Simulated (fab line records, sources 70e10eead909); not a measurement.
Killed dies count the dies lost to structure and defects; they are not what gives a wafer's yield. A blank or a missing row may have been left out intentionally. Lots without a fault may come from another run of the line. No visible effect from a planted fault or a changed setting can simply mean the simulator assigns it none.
fab line records	flow nand_harc
record lots=5	wafers=15	last_day=32
route steps=1302 shown P_STI@78 END@1302
lots with no fault: from the same line, run without faults
start_h: hours from the record's opening day to when the first of the lot's shown wafers began	wait_h: hours elapsed since this lot's preceding step	" the same as in the row above	L1.1+2: a row that stands for several wafers	- no value present, or no start provided	* or withheld: withheld	< > ~ a bound
route shown NAME@n: NAME is a module with steps in the file, n the number in the route of the first one	usual: average and standard deviation across the fault-free wafers	same: alike in all rows	chamber/n: place in a boat	sites: each site's reading	_std_site: standard deviation of those values	_edge_site: mean of outer sites minus mean of inner sites	radius_mm: how far each site lies from the wafer's centre	mask NAME#n: copy n	behind: the tool/chamber that last shaped the wafer	hold: what put the lot on hold/how long, in hours/how the hold closed	device: which transistor (n, p or np) failed to switch	end of line: the tests these same wafers got at the end of their route	a step with no rows: only its recipe	killed: at the first sort, the dies lost to defects and structure; wafer yield is something else	map: a wafer's dies, marking killed ones x, the rest . and places with no die _
set.NAME: setting as actually run; set.NAME@STEP: the setting as run at that earlier step	model.NAME: the simulator's own value behind a step, which no gauge read
lots seen at some steps along the route; tables by step, rows by wafer
services: a tool's chamber out of use, with start hour (start_h, from the record's first day; less than 0 if before it), hours out, and reason
## steps
# step NHARC_P_STI_SOFTBAKE_04
# recipe temp_c=125	time_s=70
# step NHARC_P_STI_EBR_05
# step NHARC_P_STI_EXPOSE_06
# recipe na=0.55	target_cd_nm=200	dose_mj=37.69	mask_id=P_STI
# step NHARC_P_STI_PEB_07
# recipe peb_temp_c=128	peb_time_s=80
# step NHARC_P_STI_DEVELOP_08
# recipe time_s=50	dev_temp_c=22
# step NHARC_P_STI_CD_MEAS_09
# recipe target_cd_nm=200	landing_energy_ev=500
# usual cd_nm=200.9/3
lot.wafer	tool	chamber	start_h	wait_h	cd_nm
L212.1	cd_sem-03	0	47.41	-	199.0
L212.2	"	0	"	"	198.6
L212.6	"	0	"	"	200.7
L216.2	cd_sem-03	0	85.07	-	203.2
L216.3	"	0	"	"	206.2
L216.5	"	0	"	"	204.7
L223.1	cd_sem-02	0	153.06	-	201.8
L223.4	"	0	"	"	203.9
L223.5	"	0	"	"	203.3
L227.3	cd_sem-02	0	192.70	-	195.2
L227.4	"	0	"	"	202.9
L227.5	"	0	"	"	202.0
L234.3	cd_sem-02	0	264.26	-	201.0
L234.5	"	0	"	"	204.9
L234.6	"	0	"	"	203.6
# step NHARC_P_STI_OVL_MEAS_10
# usual overlay_x_nm=0/4.8	overlay_y_nm=2/8.3
lot.wafer	tool	chamber	start_h	wait_h	overlay_x_nm	overlay_y_nm
L212.1	overlay-01	-	47.50	-	5	14
L212.2	"	-	"	"	4	13
L212.6	"	-	"	"	5	14
L216.2	overlay-01	-	85.16	-	0	14
L216.3	"	-	"	"	0	14
L216.5	"	-	"	"	0	14
L223.1	overlay-02	-	153.15	-	-3	-1
L223.4	"	-	"	"	-3	0
L223.5	"	-	"	"	-2	0
L227.3	overlay-01	-	192.79	-	-3	6
L227.4	"	-	"	"	-3	6
L227.5	"	-	"	"	-3	6
L234.3	overlay-01	-	264.34	-	-2	13
L234.5	"	-	"	"	-2	14
L234.6	"	-	"	"	-2	14
# step NHARC_P_STI_INSPECT_11
# usual raw_defect_count=6/3
lot.wafer	tool	chamber	start_h	wait_h	raw_defect_count
L212.1	defect_inspect-02	-	47.53	0.0	4
L212.2	"	-	"	"	5
L212.6	"	-	"	"	5
L216.2	defect_inspect-02	-	85.19	0.0	4
L216.3	"	-	"	"	3
L216.5	"	-	"	"	5
L223.1	defect_inspect-02	-	153.19	0.0	5
L223.4	"	-	"	"	12
L223.5	"	-	"	"	5
L227.3	defect_inspect-02	-	192.82	0.0	6
L227.4	"	-	"	"	5
L227.5	"	-	"	"	2
L234.3	defect_inspect-02	-	264.38	0.0	3
L234.5	"	-	"	"	7
L234.6	"	-	"	"	5
# step NHARC_P_STI_HARDBAKE_13
# recipe temp_c=118	time_s=65
# step NHARC_P_STI_DESCUM_14
# recipe time_s=3	o2_flow_sccm=200	ar_flow_sccm=0	bias_power_w=0	chemistry=O2
# usual drypump_motor_current_A=5.9/0.37	oes_product_au=0.999/0.012	rf_vpp_V=57.9/0.92	showerhead_plenum_p_Torr=1.94/0.088	throttle_valve_pct=11.310/0.009
lot.wafer	tool	chamber	start_h	wait_h	drypump_motor_current_A	oes_product_au	rf_hours_counter_h	rf_vpp_V	showerhead_plenum_p_Torr	throttle_valve_pct
L212.1	rie_diel-10	3	47.69	-	6.2	0.985	6	59.0	1.84	11.320
L212.2	"	0	"	"	5.5	1.015	6	57.9	2.02	11.321
L212.6	"	2	"	"	5.6	0.989	-	59.3	2.03	11.322
L216.3	rie_diel-10	3	85.33	-	6.2	0.991	1	56.8	1.84	11.318
L216.2	"	1	"	"	5.9	1.033	0	58.1	1.86	11.310
L216.5	"	0	"	"	5.4	1.007	-	58.9	2.02	11.317
L223.1	rie_diel-04	2	153.33	-	6.5	0.989	9	58.2	1.87	11.331
L223.4	"	0	"	"	6.4	0.988	10	57.5	2.02	11.329
L223.5	"	2	"	"	6.5	0.993	-	59.1	1.87	11.302
L227.4	rie_diel-04	0	192.99	-	6.4	0.997	1	57.3	2.02	11.313
L227.3	"	1	"	"	5.2	0.988	1	57.7	1.90	11.305
L227.5	"	2	"	"	6.5	0.999	-	57.7	1.87	11.310
L234.3	rie_diel-10	1	264.52	-	6.0	1.006	0	58.2	1.86	11.313
L234.5	"	0	"	"	5.5	0.990	-	58.2	2.02	11.320
L234.6	"	1	"	"	5.9	1.015	-	57.3	1.86	11.320
# step NHARC_P_STI_ETCH_42
# recipe target_depth_a=800	overetch_a=240	time_s=61	ion_energy_ev=200	n2_flow_sccm=150	h2_flow_sccm=150	ar_flow_sccm=0	rf_w=400	bias_w=150	chemistry=N2/H2
# usual bias_w=150.0/0.43	drypump_motor_current_A=6.0/0.37	oes_product_au=1.000/0.014	rf_vpp_V=431.6/2.8	showerhead_plenum_p_Torr=2.08/0.094	throttle_valve_pct=14.172/0.0092
lot.wafer	tool	chamber	start_h	wait_h	bias_w	drypump_motor_current_A	oes_product_au	rf_hours_counter_h	rf_vpp_V	showerhead_plenum_p_Torr	throttle_valve_pct
L212.2	rie_diel-10	3	47.75	0.1	149.7	6.2	0.993	6	428.0	1.96	14.174
L212.1	"	1	"	"	150.5	5.9	1.013	6	429.3	1.98	14.162
L212.6	"	3	"	"	150.8	6.2	1.001	-	426.7	1.96	14.158
L216.2	rie_diel-10	1	85.41	0.1	149.9	5.9	1.026	0	429.7	1.98	14.162
L216.3	"	2	"	"	150.3	5.6	1.010	1	435.3	2.17	14.173
L216.5	"	1	"	"	149.4	5.9	1.032	-	429.8	1.98	14.178
L223.4	rie_diel-04	0	153.41	0.1	149.8	6.5	0.974	10	434.9	2.16	14.167
L223.1	"	2	"	"	149.8	6.5	0.998	9	426.9	1.99	14.165
L223.5	"	0	"	"	149.9	6.5	0.992	-	433.3	2.16	14.188
L227.4	rie_diel-04	2	193.07	0.1	149.5	6.5	1.000	1	429.8	1.99	14.179
L227.3	"	3	"	"	150.2	6.0	1.010	1	434.5	2.19	14.169
L227.5	"	0	"	"	149.6	6.4	1.011	-	433.0	2.16	14.165
L234.3	rie_diel-10	2	264.62	0.1	149.9	5.6	0.993	0	434.0	2.17	14.188
L234.6	"	3	"	"	149.3	6.2	0.987	-	428.4	1.96	14.163
L234.5	"	0	"	"	149.7	5.5	0.996	-	434.0	2.16	14.183
# step NHARC_P_STI_ETCH_31
# recipe target_depth_a=1089	time_s=54.5	cf4_flow_sccm=100	chf3_flow_sccm=30	ar_flow_sccm=0	rf_w=500	bias_w=200	chemistry=CF4/CHF3
# usual bias_w=200.0/0.61	drypump_motor_current_A=5.9/0.36	oes_product_au=0.964/0.016	rf_vpp_V=371.3/2.4	showerhead_plenum_p_Torr=1.59/0.068	throttle_valve_pct=16.801/0.0089
lot.wafer	tool	chamber	start_h	wait_h	bias_w	drypump_motor_current_A	oes_product_au	rf_hours_counter_h	rf_vpp_V	showerhead_plenum_p_Torr	throttle_valve_pct
L212.1	rie_diel-10	0	-	-	200.2	5.5	0.953	6	373.4	1.66	16.807
L212.2	"	2	"	"	199.9	5.6	0.921	6	373.5	1.67	16.816
L212.6	"	0	"	"	198.6	5.5	0.952	-	373.8	1.66	16.792
L216.2	rie_diel-10	2	-	-	199.5	5.6	0.982	1	373.9	1.67	16.813
L216.3	"	3	"	"	199.2	6.2	0.955	1	369.0	1.52	16.797
L216.5	"	0	"	"	200.2	5.5	0.965	-	374.3	1.66	16.796
L223.1	rie_diel-04	2	-	-	199.7	6.5	0.955	9	369.1	1.54	16.811
L223.4	"	3	"	"	199.6	5.9	0.981	10	372.1	1.68	16.809
L223.5	"	1	"	"	199.5	5.2	0.957	-	369.9	1.56	16.812
L227.4	rie_diel-04	0	-	-	200.3	6.5	0.982	1	374.4	1.66	16.805
L227.3	"	1	"	"	200.5	5.2	0.974	1	370.4	1.56	16.794
L227.5	"	2	"	"	200.7	6.5	0.954	-	368.6	1.54	16.796
L234.3	rie_diel-10	0	-	-	199.3	5.5	0.969	0	374.1	1.65	16.793
L234.5	"	2	"	"	200.0	5.6	0.973	-	374.1	1.67	16.807
L234.6	"	3	"	"	200.3	6.2	0.980	-	369.5	1.52	16.802
# step NHARC_P_STI_ETCH_15
# recipe target_depth_a=3000	taper_deg=4	time_s=100.1	hbr_flow_sccm=150	cl2_flow_sccm=50	rf_w=400	icp_w=400	bias_w=100	chemistry=HBr/Cl2
# usual bias_w=100.0/0.35	drypump_motor_current_A=5.7/0.51	oes_product_au=0.997/0.013	throttle_valve_pct=26.406/0.0084
lot.wafer	tool	chamber	start_h	wait_h	bias_w	drypump_motor_current_A	oes_product_au	rf_hours_counter_h	throttle_valve_pct	model.P_STI.feature_depth_nm
L212.2	rie_si-01	0	47.94	-	100.7	6.1	0.976	0.2	26.417	289.3
L212.1	"	3	"	"	99.8	5.2	0.992	0.2	26.403	299.8
L212.6	"	0	"	"	100.4	6.1	0.982	-	26.392	292.9
L216.2	rie_si-06	2	85.60	-	100.5	6.2	1.017	0.0	26.407	308.1
L216.3	"	0	"	"	99.8	5.3	1.013	0.0	26.411	307.2
L216.5	"	3	"	"	99.5	5.6	0.999	-	26.403	302.9
L223.4	rie_si-01	2	153.61	-	100.2	5.6	0.997	1.0	26.396	300.5
L223.1	"	0	"	"	99.0	6.1	0.916	1.0	26.406	257
L223.5	"	1	"	"	100.1	6.0	0.984	-	26.396	293.6
L227.3	rie_si-06	3	193.25	-	99.7	5.5	1.012	0.7	26.400	306.6
L227.4	"	1	"	"	100.2	4.8	0.993	0.7	26.413	294.7
L227.5	"	0	"	"	99.9	5.3	1.017	-	26.409	306.6
L234.3	rie_si-06	0	264.83	-	100.0	5.3	0.997	0.0	26.416	302.4
L234.6	"	1	"	"	100.0	4.7	0.996	-	26.403	299.5
L234.5	"	2	"	"	99.4	6.2	0.990	-	26.400	295.5
# step NHARC_P_STI_CD_MEAS_16
# usual cd_nm=201/3.5
lot.wafer	tool	chamber	start_h	wait_h	cd_nm
L212.1	cd_sem-03	-	48.10	-	199
L212.2	"	-	"	"	197
L212.6	"	-	"	"	199
L216.2	cd_sem-01	-	85.77	-	202
L216.3	"	-	"	"	206
L216.5	"	-	"	"	205
L223.1	cd_sem-03	-	153.76	-	204
L223.4	"	-	"	"	205
L223.5	"	-	"	"	204
L227.3	cd_sem-01	-	193.41	-	197
L227.4	"	-	"	"	201
L227.5	"	-	"	"	203
L234.3	cd_sem-02	-	264.96	-	204
L234.5	"	-	"	"	204
L234.6	"	-	"	"	203
# step NHARC_P_STI_OCD_MEAS_17
# usual trench_depth_nm=299/5.9	trench_foot_cd_nm=159/3.1
lot.wafer	tool	chamber	start_h	wait_h	trench_depth_nm	trench_foot_cd_nm
L212.1	ocd-02	-	48.19	0.1	299	157
L212.2	"	-	"	"	289	158
L212.6	"	-	"	"	292	160
L216.2	ocd-02	-	85.86	0.1	309	160
L216.3	"	-	"	"	307	163
L216.5	"	-	"	"	303	163
L223.1	ocd-02	-	153.85	0.1	257	166
L223.4	"	-	"	"	300	162
L223.5	"	-	"	"	293	162
L227.3	ocd-02	-	193.50	0.1	307	153
L227.4	"	-	"	"	295	162
L227.5	"	-	"	"	307	159
L234.3	ocd-01	-	265.04	0.1	302	159
L234.5	"	-	"	"	295	163
L234.6	"	-	"	"	299	161
# step NHARC_P_STI_STRIP_19
# recipe time_s=900	temp_c=130	chemistry=SPM
# step NHARC_END_SORT_01
# recipe temp_c=25
# usual killed_at_array=59/17	killed_at_other=0.9/1.6	killed_at_periphery=3.7/2.3	killed_dies=64/17	killed_open=3.3/1.8	killed_short=2.4/1.6
# same gross_dies=677
lot.wafer	tool	chamber	start_h	wait_h	killed_at_array	killed_at_other	killed_at_periphery	killed_dies	killed_open	killed_short
L216.2	prober-02	0	598.03	2.8	41	0	4	45	5	4
L216.3	prober-02	0	598.84	3.1	51	0	3	54	3	2
L216.5	prober-02	0	600.45	3.7	36	0	3	39	3	2
L223.4	prober-02	0	679.10	3.4	93	0	7	100	4	2
L223.5	prober-02	0	679.89	3.7	89	0	2	91	6	1
# killed by level:class
L216.2 A_CHANNEL_HOLE_D2:chamber_film_flake=26 P_CONTACT:geometric_particle:open=2 A_CHANNEL_FILL_D1:chamber_film_flake=2 A_CHANNEL_FILL_D2:chamber_film_flake=2 A_SOURCE_PLATE:geometric_particle:open=1 A_ONON_D1:geometric_particle:open=1 A_CHANNEL_HOLE_D1:geometric_particle:short=1 A_CHANNEL_FILL_D1:geometric_particle:short=1
L216.3 A_CHANNEL_HOLE_D2:chamber_film_flake=34 A_CHANNEL_HOLE_D1:chamber_film_flake=5 A_CHANNEL_FILL_D2:chamber_film_flake=2 A_STAIRCASE:chamber_film_flake=2 A_CONTACT:chamber_film_flake=2 P_CONTACT:geometric_particle:open=1 A_ONON_D1:geometric_particle:open=1 A_DECK1_JOINT:geometric_particle:short=1
L216.5 A_CHANNEL_HOLE_D2:chamber_film_flake=24 A_CHANNEL_HOLE_D1:chamber_film_flake=3 A_STAIRCASE:chamber_film_flake=2 P_GATE:geometric_particle:open=1 A_ONON_D2:geometric_particle:short=1 A_ONON_D1:geometric_particle:open=1 A_CHANNEL_FILL_D1:geometric_particle:open=1 A_CONTACT:geometric_particle:short=1
L223.4 A_SLIT:chamber_film_flake=34 A_CHANNEL_HOLE_D1:chamber_film_flake=30 A_CHANNEL_HOLE_D2:chamber_film_flake=17 A_STAIRCASE:chamber_film_flake=5 P_ZERO_WELL:chamber_film_flake=3 A_CHANNEL_FILL_D1:geometric_particle:open=2 P_GATE:chamber_film_flake=2 P_CONTACT:geometric_particle:open=1
L223.5 A_CHANNEL_HOLE_D1:chamber_film_flake=37 A_SLIT:chamber_film_flake=26 A_CHANNEL_HOLE_D2:chamber_film_flake=12 A_STAIRCASE:chamber_film_flake=5 P_CONTACT:geometric_particle:open=1 A_CHANNEL_FILL_D1:geometric_particle:open=1 A_DECK1_JOINT:geometric_particle:open=1 A_ONON_D2:geometric_particle:short=1
## services
tool	chamber	start_h	hours	kind
rie_si-01	3	37.18	2.9	repair
rie_diel-10	0	44.52	-	clean
rie_diel-10	1	44.52	-	clean
rie_diel-10	2	44.52	-	clean
rie_diel-10	3	44.52	-	clean
rie_si-06	0	50.03	15.3	repair
rie_diel-04	1	59.61	7.3	repair
rie_diel-10	-	65.50	9.0	pm
rie_si-01	1	71.15	2.4	repair
rie_si-06	-	72.00	9.0	pm
rie_diel-04	0	77.99	5.2	repair
rie_diel-04	-	158.63	0.2	repair
rie_diel-04	-	177.90	9.0	pm
rie_diel-10	2	178.31	1.4	repair
rie_si-01	0	185.86	8.9	repair
rie_si-06	-	191.43	0.8	repair
rie_si-01	-	193.00	9.0	pm
rie_diel-10	3	195.13	11.9	repair
rie_diel-04	3	207.98	7.4	repair
rie_diel-10	1	208.73	7.4	repair
rie_si-01	0	223.54	10.3	repair
rie_diel-04	2	242.17	15.0	repair
rie_diel-10	-	242.50	9.0	pm
rie_si-06	-	249.00	9.0	pm
## key
first_sign step=NHARC_P_STI_ETCH_15	reading=oes_product_au	direction=down	sigmas=6.3	usual=0.997	struck=0.916
effect step=NHARC_P_STI_OCD_MEAS_17	reading=trench_depth_nm	direction=down	sigmas=7.2	usual=299	struck=257
model_effect step=NHARC_P_STI_ETCH_15	value=P_STI.feature_depth_nm	without=286.6	struck=257
met_at NHARC_P_STI_ETCH_15
struck_wafers L223.1
tester_left_out L223
onset_between 47.94 153.61
fault kind=process_parameter_drift	tool=rie_si-01	chamber=0	onset_h=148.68	steps=NHARC_P_STI_ETCH_15	channel=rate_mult	offset=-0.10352	shape=step	end_h=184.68
# tester_left_out: of these lots the tester's yield and bins aren't shown, on N5 and GAA mostly nor the transistor test; their killed dies are dies lost to structure and defects alone, not to doping, threshold or leakage, so they don't give the yield
